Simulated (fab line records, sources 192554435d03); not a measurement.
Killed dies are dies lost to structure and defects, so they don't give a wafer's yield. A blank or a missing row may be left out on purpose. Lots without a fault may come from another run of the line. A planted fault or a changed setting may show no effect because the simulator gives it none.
Chamber matching | flow n5_finfet | N5_FIN_SAQP_ETCH_51 on rie_diel-04: 4 sister chambers
The step etches SiARC in CF4, target depth 45.5 nm, time 75.8 s. 8 wafers are shown with their chamber, then 11 later ones without.

WAFERS WITH THEIR CHAMBER
wafer  | chamber | showerhead_plenum_p_Torr (Torr) | throttle_valve_pct (%)
L074.1 | 3       | 2.23                            | 15.8
L076.3 | 3       | 2.22                            | 15.8
L079.4 | 2       | 2.18                            | 15.1
L081.3 | 1       | 2.04                            | 15.9
L081.6 | 2       | 2.18                            | 15.1
L083.3 | 1       | 2.04                            | 15.9
L083.6 | 0       | 2.13                            | 15.9
L086.1 | 0       | 2.12                            | 16.0

WAFERS WITHOUT THEIR CHAMBER
wafer  | showerhead_plenum_p_Torr (Torr) | throttle_valve_pct (%)
L086.2 | 2.04                            | 15.9
L086.3 | 2.22                            | 15.8
L086.4 | 2.22                            | 15.9
L086.5 | 2.04                            | 15.9
L086.6 | 2.12                            | 15.9
L093.1 | 2.21                            | 15.9
L093.2 | 2.17                            | 15.1
L093.3 | 2.12                            | 16.0
L093.4 | 2.29                            | 15.4
L093.5 | 2.17                            | 15.1
L093.6 | 2.29                            | 15.4

WHICH CHAMBER EACH WENT THROUGH
wafer  | from the rows above | in truth
L086.2 | 1                   | 1
L086.3 | 3                   | 3
L086.4 | 3                   | 3
L086.5 | 1                   | 1
L086.6 | 0                   | 0
L093.1 | 3                   | 3
L093.2 | 2                   | 2
L093.3 | 0                   | 0
L093.4 | 3                   | 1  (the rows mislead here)
L093.5 | 2                   | 2
L093.6 | 3                   | 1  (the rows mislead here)
Placed correctly: 9 of 11. Can't be placed from these rows: 0. Placed wrongly: 2.
How it was worked out, from the rows above alone: a wafer's distance from a chamber is the root of the sum, over the readings, of the square of ((its reading less the chamber's mean) divided by the reading's scatter). The wafer belongs to the nearest chamber; if the next one is less than 2 further off, it can't be placed. A chamber's mean is the mean of its shown wafers. The scatter: the root of (the sum of the squares of (reading less its chamber's mean) over the shown wafers, divided by (wafers less chambers)).
